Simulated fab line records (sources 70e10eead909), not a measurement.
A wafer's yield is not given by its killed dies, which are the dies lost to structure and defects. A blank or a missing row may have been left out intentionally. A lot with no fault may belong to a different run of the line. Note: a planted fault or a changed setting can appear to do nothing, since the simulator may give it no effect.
Which tool is to blame?    flow nand_harc    24 lots with 72 wafers sampled at 4 steps, on a route of 1159 steps

## WHAT EACH GAUGE READ, for each wafer
NHARC_P_M2_CD_MEAS_09 targets a cd of 170 nm.
lot   measured      on         cd_nm (nm)
L074  day 5 23:16   cd_sem-03  169.1 168.5 168.2
L075  day 6 13:08   cd_sem-01  171.3 170.3 170.0
L076  day 6 13:41   cd_sem-03  168.8 168.9 169.7
L077  day 6 14:48   cd_sem-01  170.9 170.0 170.9
L078  day 7 00:49   cd_sem-03  169.9 169.0 168.7
L079  day 7 01:23   cd_sem-02  168.6 169.9 169.8
L080  day 7 18:34   cd_sem-01  171.0 171.2 170.4
L081  day 7 19:53   cd_sem-01  170.4 169.8 171.3
L082  day 8 03:41   cd_sem-01  168.8 169.1 170.1
L083  day 8 21:40   cd_sem-01  169.2 168.5 169.6
L085  day 9 05:50   cd_sem-02  170.4 169.5 171.2
L084  day 9 10:59   cd_sem-02  171.0 170.9 169.6
L088  day 9 11:37   cd_sem-01  169.3 170.0 169.5
L086  day 9 13:12   cd_sem-02  170.9 169.8 169.8
L087  day 9 18:01   cd_sem-02  170.6 170.0 169.4
L089  day 10 03:31  cd_sem-02  170.0 170.1 168.8
L090  day 10 04:34  cd_sem-01  170.5 170.1 170.4
L091  day 10 09:49  cd_sem-03  170.0 170.5 170.4
L093  day 10 12:37  cd_sem-01  169.1 168.9 169.9
L092  day 10 14:44  cd_sem-02  170.5 170.0 168.8
L095  day 11 12:38  cd_sem-03  168.9 169.6 169.5
L094  day 11 13:23  cd_sem-01  170.1 170.7 170.4
L097  day 11 15:47  cd_sem-03  169.6 169.7 168.8
L096  day 11 16:24  cd_sem-03  170.1 169.4 169.5

## WHICH TOOL RAN EACH LOT (tool, then ch and the chambers of the sampled wafers, then the start)
lot   NHARC_P_CONTACT_DEP_00                      NHARC_P_CONTACT_CVD_23                    NHARC_P_M1_DEP_33
L074  pecvd-04 ch 0,1,2, day 5 22:02 or earlier   cvd_w-02 ch 1, day 5 22:02 or earlier     pecvd-02 ch 0,2, day 5 22:02
L075  pecvd-04 ch 0,1, day 6 11:55 or earlier     cvd_w-02 ch 1, day 6 11:55 or earlier     pecvd-03 ch 0,1,2, day 6 11:55
L076  pecvd-01 ch 1,2, day 6 12:37 or earlier     cvd_w-02 ch 0,1, day 6 12:37 or earlier   pecvd-02 ch 0,1, day 6 12:37
L077  pecvd-01 ch 0,1,2, day 6 13:35 or earlier   cvd_w-02 ch 0,1, day 6 13:35 or earlier   pecvd-02 ch 1,2, day 6 13:35
L078  pecvd-01 ch 0,2, day 6 23:34 or earlier     cvd_w-02 ch 1, day 6 23:34 or earlier     pecvd-02 ch 0,1,2, day 6 23:34
L079  pecvd-02 ch 0,1,2, day 7 00:09 or earlier   cvd_w-02 ch 0,1, day 7 00:09 or earlier   pecvd-01 ch 0,2, day 7 00:09
L080  pecvd-04 ch 0,1,2, day 7 17:23 or earlier   cvd_w-02 ch 0,1, day 7 17:23 or earlier   pecvd-03 ch 1,2, day 7 17:23
L081  pecvd-01 ch 0,1, day 7 18:21 or earlier     cvd_w-01 ch 0,1, day 7 18:21 or earlier   pecvd-03 ch 0,2, day 7 18:21
L082  pecvd-04 ch 0,1,2, day 8 02:37 or earlier   cvd_w-01 ch 0,1, day 8 02:37 or earlier   pecvd-03 ch 1,2, day 8 02:37
L083  pecvd-01 ch 0,1,2, day 8 20:31 or earlier   cvd_w-02 ch 0,1, day 8 20:31 or earlier   pecvd-01 ch 0,2, day 8 20:31
L085  pecvd-02 ch 0,1,2, day 9 04:34 or earlier   cvd_w-01 ch 0,1, day 9 04:34 or earlier   pecvd-03 ch 1,2, day 9 04:34
L084  pecvd-02 ch 0,2, day 9 09:53 or earlier     cvd_w-02 ch 0,1, day 9 09:53 or earlier   pecvd-03 ch 1,2, day 9 09:53
L088  pecvd-01 ch 0,1,2, day 9 10:22 or earlier   cvd_w-02 ch 0,1, day 9 10:22 or earlier   pecvd-02 ch 0,1,2, day 9 10:22
L086  pecvd-02 ch 0,1, day 9 12:08 or earlier     cvd_w-02 ch 0,1, day 9 12:08 or earlier   pecvd-03 ch 0,1, day 9 12:08
L087  pecvd-01 ch 0,1,2, day 9 16:55 or earlier   cvd_w-01 ch 0,1, day 9 16:55 or earlier   pecvd-02 ch 0,1,2, day 9 16:55
L089  pecvd-01 ch 0,1, day 10 02:30 or earlier    cvd_w-01 ch 0,1, day 10 02:30 or earlier  pecvd-02 ch 1,2, day 10 02:30
L090  pecvd-01 ch 0,2, day 10 03:31 or earlier    cvd_w-01 ch 0,1, day 10 03:31 or earlier  pecvd-03 ch 0,2, day 10 03:31
L091  pecvd-01 ch 0,1,2, day 10 08:34 or earlier  cvd_w-02 ch 0,1, day 10 08:34 or earlier  pecvd-03 ch 0,1,2, day 10 08:34
L093  pecvd-01 ch 1,2, day 10 11:22 or earlier    cvd_w-02 ch 0,1, day 10 11:22 or earlier  pecvd-03 ch 0,1, day 10 11:22
L092  pecvd-02 ch 0,2, day 10 13:31 or earlier    cvd_w-02 ch 0,1, day 10 13:31 or earlier  pecvd-01 ch 0,1,2, day 10 13:31
L095  pecvd-02 ch 0,1,2, day 11 11:25 or earlier  cvd_w-02 ch 0,1, day 11 11:25 or earlier  pecvd-02 ch 0,1, day 11 11:25
L094  pecvd-02 ch 0,2, day 11 12:19 or earlier    cvd_w-01 ch 0,1, day 11 12:19 or earlier  pecvd-03 ch 0,1, day 11 12:19
L097  pecvd-02 ch 1,2, day 11 14:32 or earlier    cvd_w-02 ch 0,1, day 11 14:32 or earlier  pecvd-03 ch 0,1, day 11 14:32
L096  pecvd-02 ch 0,1, day 11 15:09 or earlier    cvd_w-01 ch 0,1, day 11 15:09 or earlier  pecvd-03 ch 0,1, day 11 15:09
- NHARC_P_CONTACT_DEP_00: deposits SiO2, target thk 500 nm.
- NHARC_P_CONTACT_CVD_23: deposits W, target thk 200 nm, time 557 s.
- NHARC_P_M1_DEP_33: deposits SiCN, target thk 30 nm.

## AS READ BY THE TOOLS THEMSELVES (means over the sampled wafers that have a number; for cases with no such wafer, the mark the record gives instead)
NHARC_P_CONTACT_DEP_00.
lot   tool      heater_power_w (W)  throttle_valve_pct (%)
L074  pecvd-04  583                 15.6
L075  pecvd-04  611                 15.4
L076  pecvd-01  563                 14.9
L077  pecvd-01  633                 15.0
L078  pecvd-01  552                 15.0
L079  pecvd-02  470                 15.6
L080  pecvd-04  593                 15.5
L081  pecvd-01  629                 15.3
L082  pecvd-04  564                 15.3
L083  pecvd-01  630                 15.2
L085  pecvd-02  437                 15.5
L084  pecvd-02  510                 15.7
L088  pecvd-01  561                 15.1
L086  pecvd-02  465                 15.4
L087  pecvd-01  580                 15.3
L089  pecvd-01  573                 15.3
L090  pecvd-01  639                 15.3
L091  pecvd-01  612                 15.1
L093  pecvd-01  495                 15.2
L092  pecvd-02  454                 15.8
L095  pecvd-02  472                 15.6
L094  pecvd-02  505                 15.8
L097  pecvd-02  474                 15.6
L096  pecvd-02  444                 15.1

NHARC_P_CONTACT_CVD_23.
lot   tool      heater_power_w (W)  mfc_h2_sccm (sccm)  throttle_valve_pct (%)
L074  cvd_w-02  399                 1601                8.09
L075  cvd_w-02  395                 1604                8.10
L076  cvd_w-02  431                 1600                8.04
L077  cvd_w-02  436                 1605                8.27
L078  cvd_w-02  396                 1599                8.19
L079  cvd_w-02  447                 1597                8.24
L080  cvd_w-02  438                 1595                8.35
L081  cvd_w-01  434                 1598                7.71
L082  cvd_w-01  436                 1601                8.11
L083  cvd_w-02  417                 1598                8.20
L085  cvd_w-01  437                 1603                7.80
L084  cvd_w-02  436                 1598                8.22
L088  cvd_w-02  440                 1602                8.32
L086  cvd_w-02  414                 1607                8.11
L087  cvd_w-01  433                 1601                7.68
L089  cvd_w-01  436                 1601                8.01
L090  cvd_w-01  440                 1604                7.94
L091  cvd_w-02  408                 1605                8.18
L093  cvd_w-02  420                 1605                8.25
L092  cvd_w-02  419                 1607                8.26
L095  cvd_w-02  413                 1600                8.16
L094  cvd_w-01  439                 1604                8.05
L097  cvd_w-02  419                 1600                8.10
L096  cvd_w-01  439                 1605                8.21

NHARC_P_M1_DEP_33.
lot   tool      heater_power_w (W)
L074  pecvd-02  539
L075  pecvd-03  598
L076  pecvd-02  433
L077  pecvd-02  479
L078  pecvd-02  516
L079  pecvd-01  645
L080  pecvd-03  622
L081  pecvd-03  634
L082  pecvd-03  618
L083  pecvd-01  666
L085  pecvd-03  588
L084  pecvd-03  620
L088  pecvd-02  487
L086  pecvd-03  596
L087  pecvd-02  522
L089  pecvd-02  470
L090  pecvd-03  636
L091  pecvd-03  628
L093  pecvd-03  583
L092  pecvd-01  609
L095  pecvd-02  478
L094  pecvd-03  601
L097  pecvd-03  615
L096  pecvd-03  624

## THE ANSWER, worked out from the rows above alone
Rule: usual is defined by the lots themselves. The widest of any qualifying gaps counts: lots, ordered by their means at a reading, are off when they make up no more than a third of the lots, leave a main group of 4 or more, and stand apart from it by 3 or more times the standard deviation of that group's means. A main group is skipped when, at the precision printed for the reading in the tables above, its means are all equal. Also off: a lot with no number at a reading for which 4 or more lots have one. Where the step has rows for the other lots, those lots are counted as sound. Order of review: gauges by route order, followed by the tools' own readings, for which a lot's mean as printed above is used. At the first step where some lot is off, the reading lying furthest off is the one used; lots without a number count as furthest.
None of the lots is off at any reading shown; this tells nothing.

## WHAT THE SIMULATOR HAD INSERTED
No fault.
